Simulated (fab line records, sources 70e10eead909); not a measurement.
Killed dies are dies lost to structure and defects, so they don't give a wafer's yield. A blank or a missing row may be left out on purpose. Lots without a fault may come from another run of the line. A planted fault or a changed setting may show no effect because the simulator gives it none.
Which tool did it? | flow nand_harc | 6 lots, 18 wafers sampled, at 5 steps of a route of 1159

WHAT THE GAUGES READ, wafer by wafer
NHARC_END_SORT_01.
lot  | measured     | on        | killed_at_array
L371 | day 23 07:27 | prober-01 | 34 29 38

WHICH TOOL RAN EACH LOT (tool, then ch and the chambers of the sampled wafers, then the start)
lot  | NHARC_A_SLIT_ETCH_26             | NHARC_A_WL_FILL_CVD_03        | NHARC_A_WL_FILL_ETCHBACK_17       | NHARC_A_WL_FILL_ALD_19
L359 | har_etch-01 ch 0,1, day 14 17:22 | cvd_w-02 ch 1, day 15 03:47   | rie_metal-02 ch 0,1, day 15 20:47 | ald_metal-03 ch 0,1,3, day 16 03:23
L362 | har_etch-01 ch 0,1, day 16 08:18 | cvd_w-01 ch 0,1, day 16 18:19 | rie_metal-01 ch 0,1, day 17 07:29 | ald_metal-01 ch 0,2,3, day 17 12:50
L368 | har_etch-01 ch 0,1, day 17 05:12 | cvd_w-02 ch 0,1, day 17 17:37 | rie_metal-01 ch 0,1, day 18 05:44 | ald_metal-03 ch 0,3, day 18 11:22
L371 | har_etch-01 ch 0,1, day 18 10:52 | cvd_w-01 ch 0,1, day 18 21:31 | rie_metal-01 ch 0,1, day 19 10:23 | ald_metal-01 ch 0,2, day 19 15:50
L372 | har_etch-02 ch 0,1, day 18 15:23 | cvd_w-02 ch 0,1, day 18 23:55 | rie_metal-02 ch 0, day 19 13:37   | ald_metal-04 ch 2,3, day 19 19:17
L374 | har_etch-01 ch 0,1, day 19 18:01 | cvd_w-01 ch 0,1, day 20 06:12 | rie_metal-03 ch 0,1, day 20 22:56 | ald_metal-03 ch 1,3, day 21 04:34
- NHARC_A_SLIT_ETCH_26: etches the open film in C4F8/O2/Ar, time 90 s, target depth 400 nm.
- NHARC_A_WL_FILL_CVD_03: deposits W, target thk 40 nm, time 3302 s.
- NHARC_A_WL_FILL_ETCHBACK_17: etches the open film in Cl2/BCl3, target depth 4 nm, time 26.7 s.
- NHARC_A_WL_FILL_ALD_19: deposits TiN, target thk 2 nm, pulse time 3 s, ald cycles 100.

THE ANSWER, worked out from the rows above alone
Rule: what is usual is taken from the lots themselves. Put in order of their means at a reading, lots are off if they are a third of the lots or fewer, leave a main group of 4 or more, and stand apart from it by a gap of 3 or more times the standard deviation of the main group's means; of several such gaps the widest counts. A main group whose means are all the same, to the digits that the tables above print for the reading, isn't used. A lot without any number at a reading at which 4 lots or more have one is off too. The other lots that the step has rows for count as sound.
No lot is off at any reading shown: from this, nothing can be told.

WHAT THE SIMULATOR HAD PUT IN
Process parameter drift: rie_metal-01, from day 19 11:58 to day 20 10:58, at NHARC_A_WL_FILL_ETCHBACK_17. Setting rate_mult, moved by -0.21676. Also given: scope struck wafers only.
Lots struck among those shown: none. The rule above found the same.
